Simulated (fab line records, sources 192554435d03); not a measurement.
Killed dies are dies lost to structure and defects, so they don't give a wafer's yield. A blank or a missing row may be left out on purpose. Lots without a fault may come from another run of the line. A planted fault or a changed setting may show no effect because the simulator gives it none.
fab line records | flow n5_finfet
record lots=4 wafers=12 last_day=18
route steps=1938 shown GATE_CUT@506 MOL_CONTACT_COAG@517 BEOL_M4@1111 PASSIVATION@1936
lots that met no fault: from a run of the same line without faults
start_h: hours from the record's first day to the start of the lot's first wafer shown | wait_h: hours since the lot's step before | " the same as in the row above | L1.1+2: a row that stands for several wafers | - no value, or no start given | * or withheld: withheld | < > ~ a bound
route shown NAME@n: a module of which the file shows steps, and the number in the route of the first | usual: mean/standard deviation of fault-free wafers | same: alike in all rows | chamber/n: place in a boat | sites: the reading at each site | _std_site: their standard deviation | _edge_site: outer sites' mean less inner sites' | radius_mm: how far each site lies from the wafer's centre | mask NAME#n: copy n | behind: the tool/chamber that last shaped the wafer | hold: why the lot was held/for how many hours/how that ended | device: the transistor (n, p or np) that didn't switch | end of line: the same wafers' tests at the end of the route | a step without rows: its recipe alone | killed: dies lost to structure and defects at the first sort, not the wafer's yield | map: a wafer's dies, x killed, . not, _ none there
set.NAME: the setting as run; set.NAME@STEP: as run at that earlier step | model.NAME: the simulator's own value behind a step, which no gauge read
lots at some steps of the route; a table a step, a row a wafer
services: from which hour (start_h, from the record's first day; less than 0 if before it) a tool's chamber was out of use, for how many hours, and why
## steps
# step N5_GATE_CUT_VAPOR_ETCH_51
# recipe chemistry=BCl3/Cl2 target=HfO2 mode=isotropic
# step N5_GATE_CUT_STRIP_21
# recipe chemistry=N2/H2 time_s=30 power_w=1000 temp_c=250 pressure_mtorr=withheld n2_flow_sccm=1750 h2_flow_sccm=3250
# step N5_GATE_CUT_STRIP_29
# recipe chemistry=post_etch_residue_remover time_s=60 temp_c=25 remover_ph=withheld remover_water_wt_pct=withheld remover_fluoride_wt_pct=withheld
# step N5_GATE_CUT_SRD_52
# recipe dry=ipa_marangoni time_s=30 temp_c=23 rinse_liquid=diw
# step N5_GATE_CUT_ALD_22
# recipe material=SiNx target_thk_a=160 temp_c=400 ald_precursor_family=SiH2I2 ald_co_reactant=N2/H2-plasma pulse_time_s=1 ald_cycles=320 purge_time_s=2 co_reactant_purge_time_s=2 pressure_torr=2
# step N5_GATE_CUT_CMP_23
# recipe stop_on=SiO2 t_overpolish_s=23.4 post_cmp_clean=alkaline_brush down_force_psi=2.5 platen_rpm=51.8 pad_velocity_m_s=1.0307 target_thk_nm=16
# step N5_GATE_CUT_CMP_43
# recipe material=SiO2 post_cmp_clean=rinse_only
# step N5_GATE_CUT_CMP_61
# recipe stop_on=SiNx t_overpolish_s=3 post_cmp_clean=alkaline_brush down_force_psi=4 platen_rpm=27.09 pad_velocity_m_s=0.539
# step N5_MOL_CONTACT_COAG_COAT_103
# recipe resist=SOC temp_c=250 time_s=60 spin_rpm=1500 resist_thk_nm=80
# step N5_MOL_CONTACT_COAG_COAT_104
# recipe resist=SiARC temp_c=220 time_s=60 spin_rpm=1500 resist_thk_nm=12
# usual spin_speed_rpm=1499.9/1
# columns lot.wafer tool chamber start_h wait_h spin_speed_rpm model.SiARC_of_MOL_CONTACT_COAG_COAT_104.thk_nm
L755.3 litho_track-03 0 141.62 - 1499.3 12
L755.4 " 0 " " 1499.6 12
L755.6 " 0 " " 1500.8 12
L767.2 litho_track-03 0 214.33 - 1290.9 13
L767.4 " 0 " " 1289.4 13
L767.5 " 0 " " 1292.1 13
L768.3 litho_track-03 0 224.90 - 1289.6 13
L768.5 " 0 " " 1292.1 13
L768.6 " 0 " " 1290.7 12.8
L769.1 litho_track-02 0 226.30 - 1498.3 12
L769.3 " 0 " " 1500.1 12
L769.5 " 0 " " 1500.5 12
# step N5_MOL_CONTACT_COAG_COAT_58
# recipe resist=underlayer temp_c=205 time_s=60 spin_rpm=1500 resist_thk_nm=10
# step N5_MOL_CONTACT_COAG_COAT_02
# recipe resist=CAR-EUV spin_rpm=1500 resist_thk_nm=30
# step N5_MOL_CONTACT_COAG_EBR_04
# recipe solvent=PGMEA ebr_width_mm=1.5
# step N5_MOL_CONTACT_COAG_SOFTBAKE_03
# recipe temp_c=110 time_s=60 resist=CAR-EUV
# step N5_MOL_CONTACT_COAG_EXPOSE_05
# recipe mask_id=CA na=0.33 source_shape=annular sigma_inner=0.4 sigma_outer=0.8 polarization=unpolarized defocus_nm=0 dose_mj=38.25
# step N5_MOL_CONTACT_COAG_PEB_06
# recipe peb_temp_c=100 peb_time_s=60 resist=CAR-EUV
# step N5_MOL_CONTACT_COAG_DEVELOP_07
# recipe develop_time_s=30 developer=TMAH resist=CAR-EUV rinse_liquid=surfactant_rinse dry=air_spin dev_temp_c=23
# step N5_MOL_CONTACT_COAG_DESCUM_13
# recipe chemistry=O2 time_s=7 source_power_w=50 bias_power_w=20 pressure_mtorr=20 rf_frequency_hz=2.712e+07 temp_c=40 resist=CAR-EUV o2_flow_sccm=225
# step N5_MOL_CONTACT_COAG_ETCH_59
# recipe chemistry=N2/H2 target=underlayer target_depth_a=130 mask_material=CAR-EUV time_s=10.4 ion_energy_ev=200 pressure_mtorr=30 source_w=840 bias_w=150 n2_flow_sccm=200 h2_flow_sccm=200 ends=cleared
# step N5_MOL_CONTACT_COAG_ETCH_105
# recipe chemistry=CF4 target=SiARC target_depth_a=156 mask_material=CAR-EUV time_s=26 ion_energy_ev=80 pressure_mtorr=40 source_w=545 bias_w=36 Ar_flow_sccm=100 cf4_flow_sccm=100 ends=cleared
# usual drypump_motor_current_A=5.7/0.44 etch_rf_on_time_s=25.9/0.37 oes_product_au=0.68/0.051 rf_fwd_power_W=532.4/2.2 rf_vpp_V=184.3/0.92 showerhead_plenum_p_Torr=2.16/0.044 throttle_valve_pct=15.68/0.19
# columns lot.wafer tool chamber start_h wait_h drypump_motor_current_A etch_rf_on_time_s oes_product_au rf_fwd_power_W rf_hours_counter_h rf_vpp_V showerhead_plenum_p_Torr throttle_valve_pct model.etch.depth_nm model.CAR-EUV_of_MOL_CONTACT_COAG_COAT_02.thk_nm
L755.3 rie_diel-01 2 142.29 0.0 5.3 26.1 0.66 534.7 147 183.6 2.06 15.89 11.99 5.6
L755.4 " 1 " " 5.3 25.6 0.61 530.6 222 184.8 2.20 15.97 11.99 5.6
L755.6 " 2 " " 5.2 26.4 0.66 534.6 - 182.2 2.06 15.86 11.98 5.6
L767.2 rie_diel-01 2 214.89 0.0 5.2 28.5 0.64 535.5 172 183.0 2.05 15.91 12.92 4.8
L767.4 " 3 " " 6.1 28.1 0.72 536.6 65 184.7 2.18 15.36 12.95 4.8
L767.5 " 1 " " 5.3 27.8 0.59 530.7 - 185.6 2.19 16.01 12.95 4.6
L768.3 rie_diel-01 0 225.34 0.0 5.1 27.5 0.65 533.2 140 184.6 2.14 15.63 12.92 4.8
L768.5 " 0 " " 5.1 27.6 0.64 531.7 - 184.1 2.14 15.64 12.92 4.8
L768.6 " 3 " " 6.1 27.9 0.73 539.8 - 184.2 2.18 15.35 12.9 4.8
L769.1 rie_diel-05 2 227.14 0.0 5.3 25.8 0.71 531.3 78 184.2 2.16 15.55 11.96 5.6
L769.3 " 3 " " 6.3 26.0 0.66 531.7 139 184.5 2.16 15.76 12.01 5.4
L769.5 " 3 " " 6.3 26.0 0.66 531.9 - 183.9 2.16 15.76 11.99 5.4
# step N5_MOL_CONTACT_COAG_ETCH_106
# recipe chemistry=N2/H2 target=SOC target_depth_a=800 overetch_a=160 mask_material=SiARC temp_c=40 time_s=120 ion_energy_ev=200 pressure_mtorr=30 source_w=840 bias_w=150 n2_flow_sccm=200 h2_flow_sccm=200
# usual drypump_motor_current_A=5.7/0.44 oes_product_au=0.71/0.053 rf_fwd_power_W=836.2/3 rf_vpp_V=524.3/1.7 showerhead_plenum_p_Torr=2.56/0.053 throttle_valve_pct=17.89/0.18
# columns lot.wafer tool chamber start_h wait_h drypump_motor_current_A oes_product_au rf_fwd_power_W rf_hours_counter_h rf_vpp_V showerhead_plenum_p_Torr throttle_valve_pct model.SiARC_of_MOL_CONTACT_COAG_COAT_104.thk_nm
L755.3 rie_diel-01 2 142.32 0.0 5.3 0.70 839.9 147 522.1 2.45 18.13 6.4
L755.4 " 1 " " 5.3 0.64 840.0 222 526.2 2.60 18.02 6.4
L755.6 " 2 " " 5.2 0.70 839.3 - 520.7 2.45 18.14 6.4
L767.2 rie_diel-01 2 214.92 0.0 5.2 0.68 836.8 172 521.2 2.44 18.18 7.4
L767.4 " 3 " " 6.1 0.76 838.6 65 524.7 2.59 17.73 7.2
L767.5 " 1 " " 5.3 0.62 835.2 - 525.6 2.59 18.07 7.4
L768.3 rie_diel-01 0 225.36 0.0 5.1 0.67 834.0 140 523.2 2.55 17.85 7
L768.5 " 0 " " 5.1 0.67 829.7 - 524.6 2.55 17.85 7.2
L768.6 " 3 " " 6.1 0.75 839.6 - 523.7 2.58 17.75 7.2
L769.1 rie_diel-05 2 227.17 0.0 5.3 0.74 834.9 78 525.0 2.57 17.69 6.2
L769.3 " 3 " " 6.3 0.69 835.5 139 524.4 2.56 17.89 6.4
L769.5 " 3 " " 6.3 0.70 834.8 - 524.0 2.56 17.88 6.4
# step N5_MOL_CONTACT_COAG_STRIP_107
# recipe chemistry=N2/H2 temp_c=40 n2_flow_sccm=200 h2_flow_sccm=200 rf_frequency_hz=6e+07
# step N5_BEOL_M4_RC_MEAS_101
# usual DIBL_N=36.3/1.7 DIBL_P=36.0/1.9 IOFF_N=0.156/0.028 IOFF_P=0.21/0.036 ION_N=675/11 ION_P=463/7.8 SS_N=71.6/0.59 SS_P=73.2/0.63 VT_N=250/3.1 VT_P=-251/3.4
# columns lot.wafer tool chamber start_h wait_h DIBL_N[mV/V] DIBL_P[mV/V] IOFF_N[nA/um] IOFF_P[nA/um] ION_N[uA/um] ION_P[uA/um] SS_N[mV/dec] SS_P[mV/dec] VT_N[mV] VT_P[mV]
L755.3 prober-02 0 210.09 0.3 36.9 35.4 0.169 0.21 687 470 71.5 72.6 245 -249
L755.4 " 0 " " 37.0 36.3 0.176 0.22 679 469 71.4 73.5 247 -247
L755.6 " 0 " " 36.1 34.5 0.153 0.19 677 464 71.3 72.9 250 -248
L767.2 prober-01 0 298.89 0.2 35.6 33.2 0.121 0.18 673 459 71.5 72.8 254 -252
L767.4 " 0 " " 36.3 36.1 0.139 0.22 681 473 71.4 72.8 254 -248
L767.5 " 0 " " 38.0 37.4 0.165 0.24 673 470 71.2 73.8 251 -249
L768.3 prober-01 0 303.58 0.3 35.2 35.9 0.148 0.19 658 455 71.5 73.1 250 -252
L768.5 " 0 " " 34.0 34.7 0.128 0.17 660 454 71.1 72.5 254 -253
L768.6 " 0 " " 33.8 34.9 0.129 0.17 671 459 71.4 72.5 252 -254
L769.1 prober-01 0 320.07 0.0 39.5 37.7 0.194 0.27 682 475 71.8 74.2 247 -243
L769.3 " 0 " " 38.9 37.6 0.184 0.26 681 471 71.8 73.9 247 -244
L769.5 " 0 " " 37.0 35.2 0.149 0.22 663 461 71.9 72.4 250 -247
# step N5_PASSIVATION_PROBE_49
# usual defect_limited_yield=91.5/1.5 killed_at_M0_to_M3=30/11 killed_at_M4_up=13/4.9 killed_at_contacts=14/6.5 killed_at_front_end=40/11 killed_at_other=3.3/2.7 killed_dies=100/18 killed_open=67/14 killed_short=32/7.8 sort_bin_5_function=5.0/0.97 sort_bin_6_memory=3.2/0.75 sort_n_pass=1080/18 sort_yield_pct=91.5/1.5
# same gross_dies=1180 killed_at_back_side=0 sort_bin_4_leakage[%]=0 sort_bin_8_speed[%]=0
# columns lot.wafer tool chamber start_h wait_h defect_limited_yield[%] killed_at_M0_to_M3 killed_at_M4_up killed_at_contacts killed_at_front_end killed_at_other killed_dies killed_open killed_short sort_bin_5_function[%] sort_bin_6_memory[%] sort_n_pass sort_yield_pct[%]
L755.3 prober-01 - 327.11 0.1 92.5 30 13 10 29 6 88 57 31 4.2 3.1 1092 92.5
L755.4 prober-01 - 327.16 0.2 91.1 24 21 9 49 2 105 60 40 5.4 2.4 1075 91.1
L755.6 prober-01 - 327.26 0.3 92.5 20 7 20 36 5 88 60 28 4.2 2.8 1092 92.5
L767.2 prober-01 - 399.02 0.1 91.9 40 4 16 28 7 95 67 28 5.3 2.5 1085 91.9
L767.4 prober-01 - 399.12 0.2 93.8 27 7 8 31 0 73 46 27 4.0 2.0 1107 93.8
L767.5 prober-01 - 399.17 0.2 93.0 31 11 17 20 4 83 58 23 4.6 2.5 1097 93.0
L768.3 prober-02 - 403.35 0.1 88.1 65 14 19 39 3 140 99 37 6.3 5.1 1040 88.1
L768.5 prober-02 - 403.45 0.2 89.2 44 17 12 53 2 128 79 48 4.9 5.6 1052 89.2
L768.6 prober-02 - 403.50 0.3 91.4 22 18 10 42 10 102 58 36 4.1 3.9 1078 91.4
L769.1 prober-02 - 422.72 0.0 90.6 43 10 2 55 1 111 80 31 6.4 2.8 1069 90.6
L769.3 prober-02 - 422.82 0.1 91.6 18 13 3 65 0 99 66 33 4.7 3.1 1081 91.6
L769.5 prober-02 - 422.92 0.2 90.4 39 19 9 45 1 113 83 27 6.3 3.1 1067 90.4
# killed by level:class
L755.3 BEOL_M2:geometric_particle:open=11 FIN_SAQP:geometric_particle:short=9 MOL_CONTACT_COAG:geometric_particle:open=9 BEOL_M1:geometric_particle:open=5 BEOL_M4:geometric_particle:open=5 FIN_SAQP:geometric_particle:open=4 STI_FIN_REVEAL:geometric_particle:open=4 BEOL_M0_SAQP:geometric_particle:short=4
L755.4 FIN_SAQP:geometric_particle:short=11 BEOL_M4:geometric_particle:open=8 STI_FIN_REVEAL:geometric_particle:open=7 DUMMY_GATE:geometric_particle:open=7 BEOL_M2:geometric_particle:open=7 MOL_CONTACT_COAG:geometric_particle:open=6 BEOL_M0_SAQP:geometric_particle:short=5 STARTING-WAFER:geometric_particle:open=5
L755.6 STI_FIN_REVEAL:geometric_particle:open=14 MOL_CONTACT_COAG:geometric_particle:open=14 BEOL_M2:geometric_particle:open=11 MOL_CONTACT_COAG:geometric_particle:short=6 FIN_SAQP:geometric_particle:short=4 SPACER0:geometric_particle:open=3 BEOL_M0_SAQP:geometric_particle:short=3 BEOL_M4:geometric_particle:open=3
L767.2 MOL_CONTACT_COAG:geometric_particle:open=13 BEOL_M3:geometric_particle:open=11 BEOL_M1:geometric_particle:open=11 STI_FIN_REVEAL:geometric_particle:open=7 BEOL_M0_SAQP:geometric_particle:short=7 STI_FIN_REVEAL:geometric_particle:short=6 FIN_SAQP:geometric_particle:open=4 BEOL_M1:geometric_particle:short=4
L767.4 BEOL_M3:geometric_particle:open=14 FIN_SAQP:geometric_particle:short=6 MOL_CONTACT_COAG:geometric_particle:open=6 FIN_SAQP:geometric_particle:open=5 BEOL_M1:geometric_particle:open=4 BEOL_M4:geometric_particle:open=4 GATE_CUT:geometric_particle:short=4 STARTING-WAFER:geometric_particle:short=4
L767.5 MOL_CONTACT_COAG:geometric_particle:open=16 BEOL_M1:geometric_particle:open=12 BEOL_M3:geometric_particle:open=8 STI_FIN_REVEAL:geometric_particle:open=5 FIN_SAQP:geometric_particle:short=4 BEOL_M0_SAQP:geometric_particle:open=4 DUMMY_GATE:geometric_particle:open=3 STARTING-WAFER:geometric_particle:short=3
L768.3 MOL_CONTACT_COAG:geometric_particle:open=16 BEOL_M3:geometric_particle:open=14 BEOL_M2:geometric_particle:open=13 BEOL_M0_SAQP:geometric_particle:open=12 BEOL_M0_SAQP:geometric_particle:short=9 BEOL_M1:geometric_particle:open=9 FIN_SAQP:geometric_particle:short=7 FIN_SAQP:geometric_particle:open=6
L768.5 FIN_SAQP:geometric_particle:open=13 BEOL_M3:geometric_particle:open=13 FIN_SAQP:geometric_particle:short=12 MOL_CONTACT_COAG:geometric_particle:open=10 BEOL_M0_SAQP:geometric_particle:short=9 BEOL_M1:geometric_particle:open=7 GATE_CUT:geometric_particle:short=6 BEOL_M0_SAQP:geometric_particle:open=6
L768.6 FIN_SAQP:geometric_particle:short=12 BEOL_M5:geometric_particle:open=10 BEOL_M3:geometric_particle:open=8 MOL_CONTACT_COAG:geometric_particle:open=8 HKMG_FIN:area_etch=7 STI_FIN_REVEAL:geometric_particle:open=5 FIN_SAQP:geometric_particle:open=4 STARTING-WAFER:geometric_particle:short=4
L769.1 STI_FIN_REVEAL:geometric_particle:open=28 BEOL_M0:geometric_particle:open=10 BEOL_M0_SAQP:geometric_particle:open=9 BEOL_M0_SAQP:geometric_particle:short=8 GATE_CUT:geometric_particle:short=7 BEOL_M1:geometric_particle:open=6 BEOL_M2:geometric_particle:open=5 STI_FIN_REVEAL:geometric_particle:short=4
L769.3 STI_FIN_REVEAL:geometric_particle:open=27 BEOL_M4:geometric_particle:open=9 STI_FIN_REVEAL:geometric_particle:short=7 BEOL_M0_SAQP:geometric_particle:short=6 GATE_CUT:geometric_particle:short=6 FIN_SAQP:geometric_particle:short=5 BEOL_M0_SAQP:geometric_particle:open=5 STARTING-WAFER:geometric_particle:open=5
L769.5 STI_FIN_REVEAL:geometric_particle:open=22 BEOL_M4:geometric_particle:open=10 BEOL_M0_SAQP:geometric_particle:open=9 BEOL_M1:geometric_particle:open=9 MOL_CONTACT_COAG:geometric_particle:open=7 BEOL_M0_SAQP:geometric_particle:short=6 FIN_SAQP:geometric_particle:open=5 BEOL_M0:geometric_particle:open=5
## services
# columns tool chamber start_h hours kind
rie_diel-05 1 146.48 2.7 repair
rie_diel-01 0 150.88 2.4 repair
rie_diel-05 2 179.93 8.2 repair
rie_diel-01 1 220.56 - clean
rie_diel-01 1 220.56 - consumable_replace:focus_ring
rie_diel-01 1 220.56 19.1 scheduled_down
rie_diel-01 1 220.56 19.1 vent_cycle
rie_diel-01 - 223.56 0.1 repair
## key
first_sign step=N5_MOL_CONTACT_COAG_COAT_104 reading=spin_speed_rpm direction=down sigmas=99+ usual=* struck=*
effect step=N5_MOL_CONTACT_COAG_ETCH_105 reading=etch_rf_on_time_s direction=up sigmas=5.4 usual=* struck=*
model_effect step=N5_MOL_CONTACT_COAG_COAT_104 value=SiARC_of_MOL_CONTACT_COAG_COAT_104.thk_nm without=12 struck=12.97
model_effect step=N5_MOL_CONTACT_COAG_ETCH_105 value=etch.depth_nm without=11.99 struck=12.93
model_effect step=N5_MOL_CONTACT_COAG_ETCH_106 value=SiARC_of_MOL_CONTACT_COAG_COAT_104.thk_nm without=6.267 struck=7.233
met_at N5_MOL_CONTACT_COAG_COAT_104
struck_wafers L767.2,L767.4,L767.5,L768.3,L768.5,L768.6
onset_between 141.62 214.33
fault kind=process_parameter_drift tool=litho_track-03 chamber=- onset_h=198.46 steps=N5_MOL_CONTACT_COAG_COAT_104 channel=spin_rpm offset=* shape=step end_h=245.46 acts_in=* stated=*
